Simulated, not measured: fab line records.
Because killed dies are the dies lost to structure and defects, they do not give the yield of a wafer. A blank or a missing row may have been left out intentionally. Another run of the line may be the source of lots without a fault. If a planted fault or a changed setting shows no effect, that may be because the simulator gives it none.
Matching of chambers	flow n5 finfet	pecvd-02 running N5_BEOL_M3_ILD_DEP_00: 3 sister chambers
The step deposits SiOC from DEMS/O2, target thk 79 nm, time 15.3 s. 6 wafers are shown with their chamber, then 7 later ones without.

== WAFERS WITH THEIR CHAMBER ==
wafer	chamber	heater power w (W)	throttle valve pct (%)
L080.4	0	443	12.7
L083.1	1	628	12.4
L083.3	2	620	11.1
L083.5	1	623	12.6
L085.3	0	434	12.8
L085.5	2	633	11.6

== WAFERS WITHOUT THEIR CHAMBER ==
wafer	heater power w (W)	throttle valve pct (%)
L085.6	613	12.5
L092.1	687	12.3
L092.2	404	12.7
L092.3	568	11.4
L094.3	426	12.5
L094.5	661	12.2
L094.6	435	12.8

== THE CHAMBER EACH PASSED THROUGH ==
wafer	from the rows above	in truth
L085.6	1	1
L092.1	can't be placed: 1 or 2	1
L092.2	0	0
L092.3	can't be placed: 2 or 1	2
L094.3	0	0
L094.5	can't be placed: 1 or 2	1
L094.6	0	0
Correct placement for 4 of the 7. From these rows, 3 cannot be placed; in 3 the true chamber is one of the candidates. Wrongly placed: 0.
How it was worked out, from the rows above alone: a wafer's distance from a chamber is the root of the sum, over the readings, of the square of ((its reading less the chamber's mean) divided by the reading's scatter). If the next closest chamber is less than 2 further off than the closest, the wafer can't be placed; otherwise it belongs to the closest. The mean given for a chamber averages the wafers shown for that chamber. The scatter is the square root of a quotient: the sum, over the shown wafers, of each reading's squared deviation from its chamber's mean, divided by wafers minus chambers.
